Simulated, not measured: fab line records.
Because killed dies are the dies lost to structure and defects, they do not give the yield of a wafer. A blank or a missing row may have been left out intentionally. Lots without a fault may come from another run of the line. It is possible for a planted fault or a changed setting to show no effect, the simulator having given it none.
Which tool is to blame? | flow n5Finfet | 24 lots, 72 wafers sampled, at 4 steps of a route of 1938

== WHAT EACH GAUGE READ, for each wafer ==
N5_ZERO_LAYER_CD_MEAS_11: the cd target is 2000 nm. Usual: cdNm at 2000.0 nm, with a standard deviation of 2.4.
lot  | measured    | on       | cdNm (nm)            | flag
L074 | day 1 12:38 | cdSem-01 | 1997.6 1997.4 1994.6 | 
L075 | day 1 18:38 | cdSem-02 | 2002.9 2001.9 2002.2 | 
L076 | day 2 00:49 | cdSem-02 | 2001.9 1999.1 2001.9 | 
L077 | day 2 06:41 | cdSem-03 | 1998.8 2000.5 2002.3 | 
L078 | day 2 12:40 | cdSem-01 | 2002.7 2003.4 2000.2 | 
L079 | day 2 18:39 | cdSem-01 | 2000.0 2003.0 2000.8 | 
L080 | day 3 00:47 | cdSem-01 | 2001.3 1998.9 1998.2 | 
L081 | day 3 06:46 | cdSem-01 | 2003.4 2001.1 2001.9 | 
L082 | day 3 12:46 | cdSem-01 | 1999.4 1999.0 1996.1 | 
L083 | day 3 18:46 | cdSem-02 | 2003.3 2000.3 2003.3 | 
L084 | day 4 00:40 | cdSem-01 | 2001.3 1999.9 1998.1 | 
L085 | day 4 06:38 | cdSem-01 | 1996.3 1996.6 1997.1 | 
L086 | day 4 12:46 | cdSem-02 | 1996.9 1996.1 1997.4 | 
L087 | day 4 18:38 | cdSem-01 | 1997.3 1998.3 1994.3 | 
L088 | day 5 00:38 | cdSem-02 | 1999.8 2005.0 2001.9 | 
L089 | day 5 06:46 | cdSem-02 | 2000.9 2001.6 2003.6 | 
L090 | day 5 12:46 | cdSem-03 | 1998.2 1999.7 2000.0 | 
L091 | day 5 18:46 | cdSem-03 | 2002.6 2000.3 2000.6 | 
L092 | day 6 00:46 | cdSem-02 | 1997.9 2000.4 1997.9 | 
L093 | day 6 06:38 | cdSem-02 | 2001.6 2000.1 2002.7 | 
L094 | day 6 12:39 | cdSem-01 | 2000.3 2002.8 2001.5 | 
L095 | day 6 18:38 | cdSem-02 | 1999.6 2001.5 1999.3 | 
L096 | day 7 00:38 | cdSem-01 | 2000.6 1998.0 2000.7 | 
L097 | day 7 06:46 | cdSem-01 | 2000.5 2002.3 2004.4 | 

N5_WELL_APT_INSPECT_10: inspects for defects (macro). Usual: rawDefectCount at 2.1, with a standard deviation of 1.5.
lot  | measured    | on               | rawDefectCount | flag
L074 | day 1 13:44 | defectInspect-02 | 2 1 1          | 
L075 | day 1 20:02 | defectInspect-01 | 0 2 3          | 
L076 | day 2 01:48 | defectInspect-02 | 2 3 1          | 
L077 | day 2 07:58 | defectInspect-01 | 2 1 3          | 
L078 | day 2 14:02 | defectInspect-02 | 4 2 0          | 
L079 | day 2 19:47 | defectInspect-01 | 7 3 0          | 
L080 | day 3 01:53 | defectInspect-01 | 1 1 6          | 
L081 | day 3 07:45 | defectInspect-02 | 0 6 2          | 
L082 | day 3 14:04 | defectInspect-02 | 4 4 4          | 
L083 | day 3 19:44 | defectInspect-02 | 2 1 0          | 
L084 | day 4 01:38 | defectInspect-01 | 2 5 3          | 
L085 | day 4 07:50 | defectInspect-01 | 2 2 3          | 
L086 | day 4 13:44 | defectInspect-01 | 1 2 3          | 
L087 | day 4 19:38 | defectInspect-01 | 4 1 3          | 
L088 | day 5 01:44 | defectInspect-01 | 2 0 4          | 
L089 | day 5 08:04 | defectInspect-01 | 5 1 4          | 
L090 | day 5 13:45 | defectInspect-02 | 5 1 1          | 
L091 | day 5 19:53 | defectInspect-02 | 4 0 2          | 
L092 | day 6 01:44 | defectInspect-02 | 1 1 1          | 
L093 | day 6 07:37 | defectInspect-01 | 2 4 2          | 
L094 | day 6 13:37 | defectInspect-01 | 3 2 0          | 
L095 | day 6 19:37 | defectInspect-01 | 4 1 3          | 
L096 | day 7 01:44 | defectInspect-02 | 3 1 4          | 
L097 | day 7 07:46 | defectInspect-01 | 1 1 3          | 

N5_WELL_APT_INSPECT_27: inspects for defects (macro). Usual: rawDefectCount at 2.2, with a standard deviation of 1.5.
lot  | measured    | on               | rawDefectCount | flag
L074 | day 1 15:08 | defectInspect-02 | 3 2 2          | 
L075 | day 1 21:16 | defectInspect-01 | 4 0 1          | 
L076 | day 2 02:55 | defectInspect-02 | 2 3 1          | 
L077 | day 2 09:13 | defectInspect-01 | 1 3 1          | 
L078 | day 2 15:20 | defectInspect-02 | 2 3 8          | 
L079 | day 2 20:55 | defectInspect-01 | 4 1 2          | 
L080 | day 3 03:01 | defectInspect-02 | 0 4 3          | 
L081 | day 3 09:10 | defectInspect-02 | 2 5 5          | 
L082 | day 3 15:20 | defectInspect-02 | 5 3 3          | 
L083 | day 3 20:58 | defectInspect-02 | 3 3 3          | 
L084 | day 4 02:45 | defectInspect-02 | 5 1 4          | 
L085 | day 4 09:06 | defectInspect-02 | 0 3 1          | 
L086 | day 4 15:11 | defectInspect-01 | 3 1 1          | 
L087 | day 4 20:54 | defectInspect-02 | 2 2 0          | 
L088 | day 5 02:52 | defectInspect-01 | 0 0 2          | 
L089 | day 5 09:13 | defectInspect-01 | 3 1 4          | 
L090 | day 5 15:00 | defectInspect-02 | 1 2 3          | 
L091 | day 5 21:26 | defectInspect-01 | 3 2 2          | 
L092 | day 6 02:59 | defectInspect-01 | 3 0 1          | 
L093 | day 6 08:44 | defectInspect-02 | 1 3 2          | 
L094 | day 6 14:44 | defectInspect-02 | 2 2 2          | 
L095 | day 6 20:47 | defectInspect-01 | 0 3 3          | 
L096 | day 7 03:00 | defectInspect-02 | 2 4 3          | 
L097 | day 7 10:14 | defectInspect-01 | 1 4 3          | 

== TOOL THAT RAN EACH LOT (tool first, then ch and the chambers of the sampled wafers, then the start) ==
lot  | N5_ZERO_LAYER_DESCUM_16
L074 | rieDiel-03 ch 0,1,2, day 1 12:41
L075 | rieDiel-03 ch 0,1,2, day 1 19:06
L076 | rieDiel-03 ch 0,1, day 2 00:51
L077 | rieDiel-01 ch 2,3, day 2 07:02
L078 | rieDiel-03 ch 0,2, day 2 12:58
L079 | rieDiel-03 ch 1,3, day 2 18:44
L080 | rieDiel-03 ch 0,2,3, day 3 00:50
L081 | rieDiel-01 ch 0,3, day 3 06:48
L082 | rieDiel-02 ch 0,3, day 3 13:05
L083 | rieDiel-01 ch 0,2,3, day 3 18:49
L084 | rieDiel-02 ch 1,3, day 4 00:42
L085 | rieDiel-01 ch 0,3, day 4 06:41
L086 | rieDiel-01 ch 0,3, day 4 12:48
L087 | rieDiel-03 ch 0,1,3, day 4 18:41
L088 | rieDiel-02 ch 0,1, day 5 00:41
L089 | rieDiel-03 ch 0,2,3, day 5 06:58
L090 | rieDiel-01 ch 1,2,3, day 5 12:49
L091 | rieDiel-01 ch 2,3, day 5 18:48
L092 | rieDiel-02 ch 1,2,3, day 6 00:49
L093 | rieDiel-01 ch 0,1,3, day 6 06:41
L094 | rieDiel-03 ch 1,2, day 6 12:41
L095 | rieDiel-03 ch 1,2,3, day 6 18:41
L096 | rieDiel-01 ch 0,1, day 7 00:41
L097 | rieDiel-02 ch 0,2,3, day 7 06:48
- N5_ZERO_LAYER_DESCUM_16: chemistry O2, time 7.9 s.

== WHAT THE TOOLS THEMSELVES READ (means of the sampled wafers that have a number; where no wafer has one, the mark that the record gives instead) ==
N5_ZERO_LAYER_DESCUM_16. Usual: drypumpMotorCurrentA 5.9 A, standard deviation 0.52; oesProductAu 0.78 a.u., standard deviation 0.095; rfVppV 243.5 V, standard deviation 1.2; showerheadPlenumPTorr 2.11 Torr, standard deviation 0.06; throttleValvePct 20.34 %, standard deviation 0.26.
lot  | tool       | drypumpMotorCurrentA (A) | oesProductAu (a.u.) | rfVppV (V) | showerheadPlenumPTorr (Torr) | throttleValvePct (%) | flag
L074 | rieDiel-03 | 5.6                      | 0.80                | 244.0      | 2.14                         | 20.32                | 
L075 | rieDiel-03 | 5.6                      | 0.80                | 243.9      | 2.14                         | 20.33                | 
L076 | rieDiel-03 | 5.3                      | 0.81                | 244.5      | 2.13                         | 20.30                | 
L077 | rieDiel-01 | 5.5                      | 0.70                | 243.2      | 2.11                         | 20.49                | 
L078 | rieDiel-03 | 5.5                      | 0.80                | 242.4      | 2.11                         | 20.15                | 
L079 | rieDiel-03 | 6.2                      | 0.73                | 244.7      | 2.16                         | 20.62                | 
L080 | rieDiel-03 | 5.8                      | 0.76                | 243.3      | 2.12                         | 20.22                | 
L081 | rieDiel-01 | 5.7                      | 0.76                | 243.2      | 2.09                         | 20.31                | 
L082 | rieDiel-02 | 6.0                      | 0.70                | 242.2      | 2.02                         | 20.49                | 
L083 | rieDiel-01 | 5.9                      | 0.86                | 244.0      | 2.11                         | 20.22                | 
L084 | rieDiel-02 | 5.9                      | 0.72                | 241.8      | 2.00                         | 20.59                | 
L085 | rieDiel-01 | 5.8                      | 0.75                | 242.4      | 2.09                         | 20.31                | 
L086 | rieDiel-01 | 6.0                      | 0.81                | 243.7      | 2.10                         | 20.17                | 
L087 | rieDiel-03 | 5.9                      | 0.74                | 244.2      | 2.14                         | 20.42                | 
L088 | rieDiel-02 | 5.5                      | 0.70                | 243.1      | 2.03                         | 20.57                | 
L089 | rieDiel-03 | 5.8                      | 0.75                | 243.5      | 2.12                         | 20.23                | 
L090 | rieDiel-01 | 5.6                      | 0.85                | 244.4      | 2.15                         | 20.20                | 
L091 | rieDiel-01 | 5.5                      | 0.77                | 243.6      | 2.10                         | 20.40                | 
L092 | rieDiel-02 | 5.9                      | 0.69                | 241.4      | 2.01                         | 20.66                | 
L093 | rieDiel-01 | 5.9                      | 0.83                | 243.9      | 2.14                         | 20.16                | 
L094 | rieDiel-03 | 5.9                      | 0.76                | 243.6      | 2.12                         | 20.42                | 
L095 | rieDiel-03 | 6.1                      | 0.82                | 244.3      | 2.13                         | 20.38                | 
L096 | rieDiel-01 | 6.0                      | 0.89                | 244.5      | 2.19                         | 19.97                | 
L097 | rieDiel-02 | 6.1                      | 0.78                | 242.3      | 2.03                         | 20.47                | 

== THE ANSWER, worked out from the rows above alone ==
Rule: a lot is off if the mean of its wafers that have a number lies more than 3 standard deviations from the usual mean. Also off: a lot with no number at a reading for which 4 or more lots have one. The other lots that the step has rows for count as sound. First the gauges in route order, then the tools' own readings, where a lot's mean is used as printed above. The first step at which some lot is off is used, and at that step the reading that is off furthest; a lot without a number counts as furthest.
No lot is off at any reading shown: from this, nothing can be told.

== WHAT THE SIMULATOR HAD PUT IN ==
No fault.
